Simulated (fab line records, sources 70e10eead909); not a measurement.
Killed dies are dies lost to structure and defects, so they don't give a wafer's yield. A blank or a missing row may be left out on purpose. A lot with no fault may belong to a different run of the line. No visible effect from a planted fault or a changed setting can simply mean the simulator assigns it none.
Matching of chambers    flow nandHarc    NHARC_A_STAIRCASE_DEP_151 on pecvd-03 has 3 sister chambers
The step deposits SiO2, target thk 3800 nm. 16 wafers are shown with their chamber, then 8 later ones without.

== EACH WAFER AND ITS CHAMBER ==
wafer   chamber  heaterPowerW (W)
L080.1  0        643
L080.5  1        694
L080.6  0        547
L085.1  0        707
L085.5  2        671
L085.6  0        553
L082.1  2        691
L082.3  1        827
L082.4  1        678
L087.2  0        603
L087.3  2        757
L087.4  1        660
L089.2  1        711
L089.4  0        567
L089.6  1        666
L090.1  1        730

SIGNATURES (averages over the wafers above)
reading       chamber 0  chamber 1  chamber 2  scatter within a chamber
heaterPowerW  603.33     709.43     706.33     57.6
Rule: a wafer lies at a distance from a chamber equal to the root of the sum of squares, over the readings, of (its reading less the chamber's mean, divided by the reading's scatter). The wafer belongs to the nearest chamber; if the next one is less than 2 further off, it can't be placed. How the scatter is found: for the shown wafers, subtract from each reading the mean of its chamber, square and add these, divide the total by (wafers less chambers), then take the root.

== WAFERS WHOSE CHAMBER IS MISSING ==
wafer   heaterPowerW (W)
L090.2  799
L090.4  683
L093.2  764
L093.3  739
L093.5  670
L095.1  803
L095.4  555
L095.6  553

== EACH ONE'S CHAMBER ==
wafer   from the rows above           in truth
L090.2  can't be placed: 1 or 2 or 0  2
L090.4  can't be placed: 2 or 1 or 0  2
L093.2  can't be placed: 1 or 2 or 0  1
L093.3  can't be placed: 1 or 2 or 0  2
L093.5  can't be placed: 2 or 1 or 0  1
L095.1  can't be placed: 1 or 2 or 0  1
L095.4  can't be placed: 0 or 2 or 1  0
L095.6  can't be placed: 0 or 2 or 1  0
Correctly placed: 0 of 8. Not placeable from these rows: 8 (in 8, the candidates include the true chamber). Placed wrongly: 0.
